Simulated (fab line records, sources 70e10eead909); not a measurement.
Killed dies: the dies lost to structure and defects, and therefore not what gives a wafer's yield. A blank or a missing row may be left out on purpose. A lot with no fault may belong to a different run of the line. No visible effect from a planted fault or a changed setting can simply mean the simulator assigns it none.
Problem report, 8D (eight disciplines) form, completed by code + flow nand_harc + the parts of the form that need people (team, actions taken, sign-off) are left out

1. PROBLEM STATEMENT
Mean of killed_at_array at NHARC_END_SORT_01: 154 across 6 wafers in 2 lots; on wafers with no fault it is 62 (standard deviation 16). Relative to the usual mean, that is a shift of +5.7 standard deviations.
Earliest sighting: wafer L223.2 on prober-01 at day 30 02:50. The record has a number at this step for 6 wafers belonging to 2 lots. Rule for "out", or "out of limits": more than 4 standard deviations from the usual mean. All remaining wafers that have a number are taken as sound.

2. WHAT IT IS; WHAT IT IS NOT
| question                    | is                     | is not                                         |
|-----------------------------|------------------------|------------------------------------------------|
| which readings at this step | killed_at_array        | killed_at_periphery, killed_open, killed_short |
| which lots                  | L223, L226             | -                                              |
| which wafers of those lots  | all that have a number | -                                              |
| read on which gauges        | prober-01, prober-02   | -                                              |
| when                        | from day 30 02:50      | up to then (0 sound wafers)                    |

3. THE SUSPECTS, EACH WITH WHAT RULES IT OUT
Counting: a tool at any process step up to the reading remains a suspect when it ran all the lots that are out and ran no sound lot after the first of those.
- the gauge at NHARC_END_SORT_01 is ruled out. The wafers that are out were read on 2 gauges (prober-01, prober-02).
- cvd_w-01 at NHARC_A_BLC_CVD_24 (deposits W, target thk 150 nm, time 434 s): kept. It ran every lot that is out, first L223 (day 28 10:40), and no sound lot after that.
After counting, what remains is cvd_w-01 at NHARC_A_BLC_CVD_24.

4. THE CAUSE (what the simulator had put in)
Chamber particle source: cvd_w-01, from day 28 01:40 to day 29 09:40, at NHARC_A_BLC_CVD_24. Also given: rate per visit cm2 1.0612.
Only this tool survived the counting.

5. SEQUENCE OF EFFECTS, ordered by route
Each row: a reading where the mean over the struck wafers with a number is more than 3 standard deviations away from the usual. Readings are gone through only where the record gives a usual standard deviation; hours: the median, over the lots, of the time from a lot's start at the first step in this table giving one to that lot's start at this step; sigmas: the change measured in usual standard deviations.
| hours | step              | reading         | usual | on struck wafers | change | sigmas |
|-------|-------------------|-----------------|-------|------------------|--------|--------|
| 0     | NHARC_END_SORT_01 | killed_at_array | 62    | 154              | +92    | +5.7   |
| 0     | NHARC_END_SORT_01 | killed_dies     | 67    | 157              | +90    | +5.6   |

6. WHAT WOULD HAVE CAUGHT IT SOONER
In this record the first reading out of limits at a measuring or inspecting step was taken at day 30 02:50, 49 hours after the fault began at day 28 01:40.
Of the tool readings at NHARC_A_BLC_CVD_24 for which the record gives a usual standard deviation, none was out on any struck wafer, so an alarm limit of 4 standard deviations on them would not have fired.
Lots out: 2; all had begun NHARC_A_BLC_CVD_24 on cvd_w-01 by day 30 02:50. None of them would have been spared by holding the tool at that moment.
